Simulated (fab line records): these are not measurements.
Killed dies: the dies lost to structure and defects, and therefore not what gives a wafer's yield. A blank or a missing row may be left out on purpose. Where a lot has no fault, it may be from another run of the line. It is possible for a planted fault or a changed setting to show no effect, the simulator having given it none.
Split-lot trial + flow n5 finfet + route with 1938 steps; 7 lots, 21 wafers read

ON THE SPLIT
At N5_PASSIVATION_PECVD_53 (deposits SiO2 from TEOS/O2, target thk 800 nm, time 169.4 s), the setting time s was moved away from the recipe's 169.4 s on 5 of the 21 wafers read, by -12.0% to +14.0%. The other wafers ran this setting at the recipe's value.

The reading comes from the split's own step.

THE READING
SiO2_of_PASSIVATION_PECVD_53.thk nm (the simulator's own value, which no gauge read), in nm, at N5_PASSIVATION_PECVD_53 (deposits SiO2 from TEOS/O2, target thk 800 nm, time 169.4 s). The file does not state a usual value for it. The 16 wafers here that ran the recipe average 802.5 nm, standard deviation 9 nm.

| wafer  | tool, chamber at the split | time s as run, s | against the recipe | SiO2_of_PASSIVATION_PECVD_53.thk nm, nm | against lot-mates on the recipe |
|--------|----------------------------|------------------|--------------------|-----------------------------------------|---------------------------------|
| L075.2 | pecvd-01, 1                | 169.4            | recipe             | 797.8                                   | -                               |
| L075.3 | pecvd-01, 0                | 169.4            | recipe             | 789.2                                   | -                               |
| L075.6 | pecvd-01, 2                | 169.4            | recipe             | 803                                     | -                               |
| L077.1 | pecvd-03, 0                | 184.7            | +9.0%              | 856.2                                   | +61.4                           |
| L077.2 | pecvd-03, 2                | 184.7            | +9.0%              | 853.2                                   | +58.4                           |
| L077.3 | pecvd-03, 1                | 169.4            | recipe             | 794.8                                   | -                               |
| L076.1 | pecvd-02, 1                | 169.4            | recipe             | 801.6                                   | -                               |
| L076.2 | pecvd-02, 0                | 169.4            | recipe             | 791.8                                   | -                               |
| L076.3 | pecvd-02, 2                | 193.1            | +14.0%             | 917.6                                   | +120.9                          |
| L083.3 | pecvd-03, 0                | 169.4            | recipe             | 811                                     | -                               |
| L083.4 | pecvd-03, 2                | 169.4            | recipe             | 802.2                                   | -                               |
| L083.5 | pecvd-03, 0                | 169.4            | recipe             | 793.2                                   | -                               |
| L085.2 | pecvd-03, 0                | 169.4            | recipe             | 795.6                                   | -                               |
| L085.4 | pecvd-03, 1                | 149              | -12.0%             | 710.2                                   | -93.4                           |
| L085.6 | pecvd-03, 0                | 169.4            | recipe             | 811.6                                   | -                               |
| L092.1 | pecvd-02, 0                | 169.4            | recipe             | 796                                     | -                               |
| L092.3 | pecvd-02, 2                | 169.4            | recipe             | 804.2                                   | -                               |
| L092.6 | pecvd-02, 0                | 162.6            | -4.0%              | 789.6                                   | -10.5                           |
| L096.3 | pecvd-02, 2                | 169.4            | recipe             | 809.4                                   | -                               |
| L096.4 | pecvd-02, 2                | 169.4            | recipe             | 818.8                                   | -                               |
| L096.5 | pecvd-02, 1                | 169.4            | recipe             | 819.2                                   | -                               |

THE FIT
A straight line over all 21 wafers: SiO2_of_PASSIVATION_PECVD_53.thk nm changes by +7.15 nm for each +1% of time s; r = +0.96; the points scatter about the line by 11 nm.
The same after taking each lot's own level away (the mean of its wafers on the recipe; 21 wafers): +7.55 nm for each +1%; r = +0.98; scatter 8.2 nm.
Per that fit: largest time s move, reading shift of 1.1e+02 nm.
Across the lots, their own levels run from 794.80 to 815.80 nm, a range of 2.3 times the standard deviation given above.
So the lot-to-lot level changes the slope little: the two slopes agree.
Check: +97.1 nm against its lot-mates is what the line predicts for one of the wafers moved furthest among these (+14.0%) when that wafer is left out of the fit. It came out at +121 nm against them.

FURTHER SPLITS ON THESE WAFERS
Before the reading, these wafers also passed through other splits. Each is held against what the fit with the lots' levels taken away leaves over:
| other split on the same wafers     | wafers away from the commonest value | r with SiO2_of_PASSIVATION_PECVD_53.thk nm (lot level and that fit taken away) |
|------------------------------------|--------------------------------------|--------------------------------------------------------------------------------|
| N5_MIM_BOT_LITHO_PEB_06 peb time s | as run: not given for these wafers   | -                                                                              |
| N5_MIM_BOT_ETCH_ETCH_04 source w   | 10                                   | +0.08                                                                          |

FILE'S OWN FIT
SiO2_of_PASSIVATION_PECVD_53.thk nm changes by +7.75 nm for each +1% of time s, r = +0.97.
